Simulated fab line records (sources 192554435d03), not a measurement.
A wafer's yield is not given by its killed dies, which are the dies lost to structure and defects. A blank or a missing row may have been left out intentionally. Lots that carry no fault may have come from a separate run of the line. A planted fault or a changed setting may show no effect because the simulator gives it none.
Problem report in the 8D (eight disciplines) form, filled by code ; flow n5_finfet ; the parts of the form that need people (team, actions taken, sign-off) are left out

## 1. WHAT IS WRONG
Wafers without a fault read 41, standard deviation 11; killed_at_front_end at N5_PASSIVATION_PROBE_49 reads a mean of 112 on 5 wafers belonging to 2 lots. Relative to the usual mean, that is a shift of +6.5 standard deviations.
First observed at day 14 14:25: wafer L471.2, on prober-01. The record holds 6 wafers of 2 lots with a number at this step. By rule, "out" or "out of limits" means more than 4 standard deviations away from the usual mean. All remaining wafers that have a number are taken as sound.

## 2. WHAT IT IS AND WHAT IT IS NOT
question;is;is not
which readings at this step;killed_at_front_end;killed_at_M4_up, killed_at_contacts, killed_at_other, killed_short
which lots;L471, L473;-
which wafers of those lots;L471.2, L471.3, L471.6, L473.2, L473.3;L473.1
read on which tools;prober-01, prober-02;-
when;from day 14 14:25;"up to then (0 sound wafers); but 1 sound wafer of L473 came after"

## 3. THE SUSPECTS, EACH WITH WHAT RULES IT OUT
Counting: a tool at a process step up to the reading stays a suspect if it ran every lot that is out. Sound lots after the first of them don't rule it out here, since some wafers of a struck lot are sound.
- plasma_asher-01 at N5_HKMG_FIN_STRIP_88 (strips in N2/H2, time 360 s): kept. It ran every lot that is out, first L471 (day 6 23:23).
- The sound lot-mates ran in chamber 1 of plasma_asher-01 at N5_HKMG_FIN_STRIP_88, but the wafers that are out ran in chamber 0.
Remaining after the count: plasma_asher-01 at N5_HKMG_FIN_STRIP_88.

## 4. THE CAUSE (what the simulator had put in)
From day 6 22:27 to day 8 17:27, plasma_asher-01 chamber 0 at N5_HKMG_FIN_STRIP_88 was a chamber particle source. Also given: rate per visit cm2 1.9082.
After counting, this tool was the only one left.

## 5. THE EFFECT CHAIN, in route order
Each row: a reading whose mean over the struck wafers that have a number lies more than 3 standard deviations from the usual. Only readings for which the record gives a usual standard deviation are gone through. hours: the time from each lot's start at the first step in this table that gives one to its start at this step, as a median over the lots. sigmas: the change in usual standard deviations.
hours;step;reading;usual;on struck wafers;change;sigmas
0;N5_PASSIVATION_PROBE_49;killed_at_front_end;41;112;+71;+6.5
0;N5_PASSIVATION_PROBE_49;killed_dies;102;166;+64;+4.0
0;N5_PASSIVATION_PROBE_49;killed_on_rim;13;27;+14;+3.4
Its process steps:
- N5_PASSIVATION_PROBE_49

## 6. HOW IT WOULD HAVE BEEN CAUGHT EARLIER
In this record no reading fell out of limits until day 14 14:25, 184 hours after the fault had begun at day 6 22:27.
Tool readings at N5_HKMG_FIN_STRIP_88 with a usual standard deviation given in the record: none out on any struck wafer, hence no alarm at a limit of 4 standard deviations on them.
By day 14 14:25 the whole set of lots that are out, 2 in number, had already begun N5_HKMG_FIN_STRIP_88 on plasma_asher-01. Tool hold at that time: it would have spared none of them.
